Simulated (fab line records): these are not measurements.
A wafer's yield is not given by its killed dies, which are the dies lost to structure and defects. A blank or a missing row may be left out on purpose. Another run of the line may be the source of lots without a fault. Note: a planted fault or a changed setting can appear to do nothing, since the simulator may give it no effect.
Chamber matching -- flow nand_harc -- rie_diel-11 running NHARC_P_BONDPAD_DESCUM_11: 4 sister chambers
The step chemistry O2, time 3 s. 4 wafers are shown with their chamber, then 8 later ones without.

## EACH WAFER AND ITS CHAMBER
wafer,chamber,oes_product_au (a.u.)
L084.1,1,0.987
L084.3,3,0.995
L086.4,2,1.004
L087.1,0,0.995

## WAFERS WITHOUT THEIR CHAMBER
wafer,oes_product_au (a.u.)
L087.2,0.995
L087.3,1.003
L090.1,0.999
L090.4,1.012
L090.5,1.009
L092.3,0.997
L092.5,0.987
L092.6,0.993

## EACH ONE'S CHAMBER
wafer,from the rows above,in truth
L087.2,can't be placed: 0 or 3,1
L087.3,can't be placed: 2 or 0 or 3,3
L090.1,can't be placed: 0 or 3 or 2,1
L090.4,2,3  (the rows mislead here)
L090.5,2,2
L092.3,can't be placed: 0 or 3 or 2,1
L092.5,1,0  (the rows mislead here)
L092.6,can't be placed: 0 or 3 or 1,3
Correctly placed: 1 of 8. These rows do not allow placing 5 (true chamber among the candidates in 2). 2 placed wrongly.
How it was worked out, from the rows above alone: a wafer's distance from a chamber is the root of the sum, over the readings, of the square of ((its reading less the chamber's mean) divided by the reading's scatter). If the next closest chamber is less than 2 further off than the closest, the wafer can't be placed; otherwise it belongs to the closest. Each chamber's mean is taken over the wafers shown for it. The scatter: root of mean squared gap, hidden wafer to nearest shown wafer, with one shown wafer a chamber.
